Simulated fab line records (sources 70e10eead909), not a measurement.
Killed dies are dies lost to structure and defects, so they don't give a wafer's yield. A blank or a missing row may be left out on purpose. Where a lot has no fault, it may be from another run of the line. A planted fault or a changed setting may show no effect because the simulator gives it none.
The tool behind it: which one?    flow nand harc    13 lots, 36 wafers sampled, at 6 steps of a route of 1159

== WHAT THE GAUGES SHOWED, per wafer ==
NHARC_A_ONON_D1_THK_MEAS_27: measures by ellipsometry.
lot   measured      on             thk nm (nm)
L641  day 8 06:17   film metro-02  1006 1006 1008
L640  day 8 06:19   film metro-01  1018 1016 1017
L644  day 9 08:23   film metro-02  1000 1001 1000
L645  day 9 08:23   film metro-01  995 994 995
L646  day 9 19:08   film metro-01  1002 999 1000
L647  day 10 06:25  film metro-01  981 982 983
L653  day 11 10:55  film metro-01  1009 1007 1008
L652  day 12 02:39  film metro-01  1003 1391
L655  day 12 02:35  film metro-01  997 999 998
L656  day 12 07:06  film metro-01  1398 1009
L657  day 12 18:14  film metro-01  1005 1395
L660  day 12 18:16  film metro-02  1001 1000 999
L662  day 14 01:03  film metro-02  1006 1005 1007

NHARC_A_CHANNEL_HOLE_D1_CD_MEAS_10: the cd target is 100 nm.
lot   measured      on         cd nm (nm)
L641  day 8 12:07   cd sem-01  100.5 99.9 100.9
L640  day 8 14:08   cd sem-01  100.0 98.4 99.6
L644  day 9 12:05   cd sem-03  100.5 100.2 99.8
L645  day 9 12:14   cd sem-02  99.1 99.1 99.7
L646  day 9 22:58   cd sem-02  100.3 100.0 100.1
L647  day 10 12:04  cd sem-01  99.4 100.2 100.7
L653  day 11 16:32  cd sem-01  100.2 100.3 100.7
L652  day 12 07:13  cd sem-02  100.2
L655  day 12 06:44  cd sem-02  101.1 100.7 100.9
L656  day 12 11:31  cd sem-01  99.7
L657  day 12 21:56  cd sem-01  101.0
L660  day 12 23:27  cd sem-02  100.8 100.5 100.3
L662  day 14 05:26  cd sem-03  100.4 99.5 99.7

NHARC_END_SORT_01.
lot   measured      on         killed at array  killed at other  killed at periphery  killed dies  killed open  killed short
L652  day 23 20:25  prober-01  51 675           0 0              4 2                  55 677       6 4          2 1
L656  day 24 05:43  prober-02  676 37           0 0              1 3                  677 40       4 4          3 2
L657  day 24 11:56  prober-02  12 677           0 0              1 0                  13 677       1 4          2 4

== EACH LOT AND THE TOOL THAT RAN IT (in order: tool; ch and the chambers of the sampled wafers; start) ==
lot   NHARC_A_ZERO_WELL_ETCH_19           NHARC_A_ZERO_WELL_ETCH_13         NHARC_A_ONON_D1_DEP_25
L641  rie diel-08 ch 0,1,2, day 6 20:23   rie si-03 ch 0,1, day 6 20:30     pecvd onon-03 ch 0, day 8 05:47
L640  rie diel-04 ch 1,2, day 6 21:15     rie si-02 ch 0,3, day 6 21:23     pecvd onon-04 ch 0, day 8 05:58
L644  rie diel-04 ch 1,3, day 7 23:04     rie si-03 ch 1,2,3, day 7 23:13   pecvd onon-03 ch 0, day 9 07:52
L645  rie diel-04 ch 0,1,3, day 7 23:45   rie si-06 ch 0,1,3, day 7 23:54   pecvd onon-04 ch 0, day 9 07:59
L646  rie diel-05 ch 1,3, day 8 08:22     rie si-06 ch 0,2,3, day 8 08:29   pecvd onon-03 ch 0, day 9 18:41
L647  rie diel-05 ch 0,2,3, day 8 13:23   rie si-03 ch 0,1,3, day 8 13:31   pecvd onon-04 ch 0, day 10 05:54
L653  rie diel-04 ch 2,3, day 9 22:12     rie si-03 ch 0,3, day 9 22:19     pecvd onon-02 ch 0, day 11 10:35
L652  rie diel-04 ch 1,2, day 10 14:35    rie si-03 ch 1,2, day 10 14:41    pecvd onon-04 ch 0, day 12 02:07
L655  rie diel-05 ch 0,2,3, day 10 17:21  rie si-02 ch 0,1,2, day 10 17:28  pecvd onon-02 ch 0, day 12 02:05
L656  rie diel-05 ch 0,1, day 10 18:40    rie si-03 ch 2, day 10 18:47      pecvd onon-04 ch 0, day 12 06:42
L657  rie diel-05 ch 0,1, day 11 03:50    rie si-03 ch 0,3, day 11 03:58    pecvd onon-04 ch 0, day 12 17:43
L660  rie diel-04 ch 0,2,3, day 11 11:58  rie si-02 ch 0,1, day 11 12:05    pecvd onon-02 ch 0, day 12 17:52
L662  rie diel-08 ch 0,1,2, day 12 15:38  rie si-02 ch 0,2,3, day 12 15:46  pecvd onon-02 ch 0, day 14 00:32
- NHARC_A_ZERO_WELL_ETCH_19: etches the open film in N2/H2, target depth 80 nm, overetch 24 nm, time 87.88 s.
- NHARC_A_ZERO_WELL_ETCH_13: etches the open film in HBr/Cl2, target depth 120 nm, time 40.1 s.
- NHARC_A_ONON_D1_DEP_25: target thk 1000 nm.

== AS READ BY THE TOOLS THEMSELVES (means over the sampled wafers that have a number; for cases with no such wafer, the mark the record gives instead) ==
NHARC_A_ZERO_WELL_ETCH_19.
lot   tool         drypump motor current A (A)  oes product au (a.u.)  rf vpp V (V)  showerhead plenum p Torr (Torr)  throttle valve pct (%)
L641  rie diel-08  5.9                          0.987                  428.7         1.96                             14.170
L640  rie diel-04  6.3                          1.001                  428.9         1.97                             14.170
L644  rie diel-04  6.1                          1.005                  431.8         2.07                             14.173
L645  rie diel-04  5.7                          1.006                  430.7         2.04                             14.158
L646  rie diel-05  6.4                          1.007                  430.9         2.07                             14.173
L647  rie diel-05  5.3                          0.997                  428.8         1.97                             14.180
L653  rie diel-04  5.5                          0.998                  429.2         2.00                             14.173
L652  rie diel-04  6.2                          1.005                  428.9         1.95                             14.175
L655  rie diel-05  5.3                          0.988                  428.1         1.97                             14.172
L656  rie diel-05  5.6                          0.998                  430.9         2.03                             14.171
L657  rie diel-05  5.6                          0.995                  429.3         2.02                             14.181
L660  rie diel-04  5.4                          1.002                  429.8         2.00                             14.168
L662  rie diel-08  5.9                          0.999                  428.2         1.96                             14.162

NHARC_A_ZERO_WELL_ETCH_13.
lot   tool       drypump motor current A (A)  oes product au (a.u.)  throttle valve pct (%)
L641  rie si-03  5.6                          1.002                  26.409
L640  rie si-02  6.0                          1.016                  26.403
L644  rie si-03  6.2                          1.002                  26.412
L645  rie si-06  5.8                          0.999                  26.409
L646  rie si-06  6.0                          1.010                  26.413
L647  rie si-03  5.8                          0.993                  26.394
L653  rie si-03  6.0                          1.013                  26.396
L652  rie si-03  6.1                          0.998                  26.409
L655  rie si-02  6.3                          1.016                  26.401
L656  rie si-03  6.4                          0.998                  26.398
L657  rie si-03  5.8                          1.014                  26.409
L660  rie si-02  6.6                          1.000                  26.405
L662  rie si-02  5.9                          1.011                  26.408

NHARC_A_ONON_D1_DEP_25.
lot   tool           nh3 flow sccm (sccm)
L641  pecvd onon-03  497.3
L640  pecvd onon-04  498.7
L644  pecvd onon-03  498.8
L645  pecvd onon-04  500.0
L646  pecvd onon-03  500.2
L647  pecvd onon-04  498.8
L653  pecvd onon-02  502.2
L652  pecvd onon-04  500.5
L655  pecvd onon-02  501.0
L656  pecvd onon-04  502.1
L657  pecvd onon-04  500.9
L660  pecvd onon-02  501.4
L662  pecvd onon-02  501.5

== THE ANSWER, worked out from the rows above alone ==
Rule: usual is defined by the lots themselves. Put in order of their means at a reading, lots are off if they are a third of the lots or fewer, leave a main group of 4 or more, and stand apart from it by a gap of 3 or more times the standard deviation of the main group's means; of several such gaps the widest counts. If all means in a main group match to the digits the tables above print for the reading, that group is not used. A lot without any number at a reading at which 4 lots or more have one is off too. All remaining lots with rows at the step are treated as sound. Order of review: gauges by route order, followed by the tools' own readings, for which a lot's mean as printed above is used. The first step at which some lot is off is used, and at that step the reading that is off furthest; a lot without a number counts as furthest.
Off, at NHARC_A_ONON_D1_THK_MEAS_27 on thk nm: L652, L656, L657. The main group has a mean of 1001 nm with a standard deviation of 8.8.
A tool fits if, at a process step before that reading, it ran every lot that is off, and no sound lot after the first of them. The gauges at NHARC_A_ONON_D1_THK_MEAS_27 are tried like those tools. Can't be told from this: 3 tools fit, rie si-03 at NHARC_A_ZERO_WELL_ETCH_13, pecvd onon-04 at NHARC_A_ONON_D1_DEP_25, film metro-01 at NHARC_A_ONON_D1_THK_MEAS_27.

== WHAT THE SIMULATOR HAD PUT IN ==
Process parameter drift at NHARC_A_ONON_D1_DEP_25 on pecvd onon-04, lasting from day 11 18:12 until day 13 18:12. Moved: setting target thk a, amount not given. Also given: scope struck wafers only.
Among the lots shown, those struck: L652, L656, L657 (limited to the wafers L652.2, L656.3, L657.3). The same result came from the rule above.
